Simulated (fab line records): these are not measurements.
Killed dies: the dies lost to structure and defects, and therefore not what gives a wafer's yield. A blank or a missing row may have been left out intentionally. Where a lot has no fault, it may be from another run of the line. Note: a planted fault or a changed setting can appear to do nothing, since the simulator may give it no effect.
Chamber matching + flow n5 finfet + rie diel-04 running N5_BEOL_M10_DESCUM_16: 3 sister chambers
The step chemistry O2, time 7.9 s. 3 wafers are shown with their chamber, then 6 later ones without.

== WAFERS PAIRED WITH THEIR CHAMBERS ==
| wafer  | chamber | showerhead plenum p Torr (Torr) |
|--------|---------|---------------------------------|
| L083.4 | 1       | 2.09                            |
| L083.6 | 0       | 2.21                            |
| L086.1 | 2       | 2.14                            |

== WAFERS WITH NO CHAMBER GIVEN ==
| wafer  | showerhead plenum p Torr (Torr) |
|--------|---------------------------------|
| L086.4 | 2.08                            |
| L086.6 | 2.08                            |
| L087.2 | 2.14                            |
| L087.5 | 2.14                            |
| L094.4 | 2.20                            |
| L094.5 | 2.07                            |

== WHICH CHAMBER EACH WENT THROUGH ==
| wafer  | from the rows above | in truth |
|--------|---------------------|----------|
| L086.4 | 1                   | 1        |
| L086.6 | 1                   | 1        |
| L087.2 | 2                   | 2        |
| L087.5 | 2                   | 2        |
| L094.4 | 0                   | 0        |
| L094.5 | 1                   | 1        |
Correctly placed: 6 of 6. Left unplaced by these rows: 0. 0 placed wrongly.
How it was worked out, from the rows above alone: a wafer's distance from a chamber is the root of the sum, over the readings, of the square of ((its reading less the chamber's mean) divided by the reading's scatter). The wafer belongs to the nearest chamber; if the next one is less than 2 further off, it can't be placed. For every chamber, the mean is computed from those of its wafers that are shown. The scatter: root of mean squared gap, hidden wafer to nearest shown wafer, with one shown wafer a chamber.
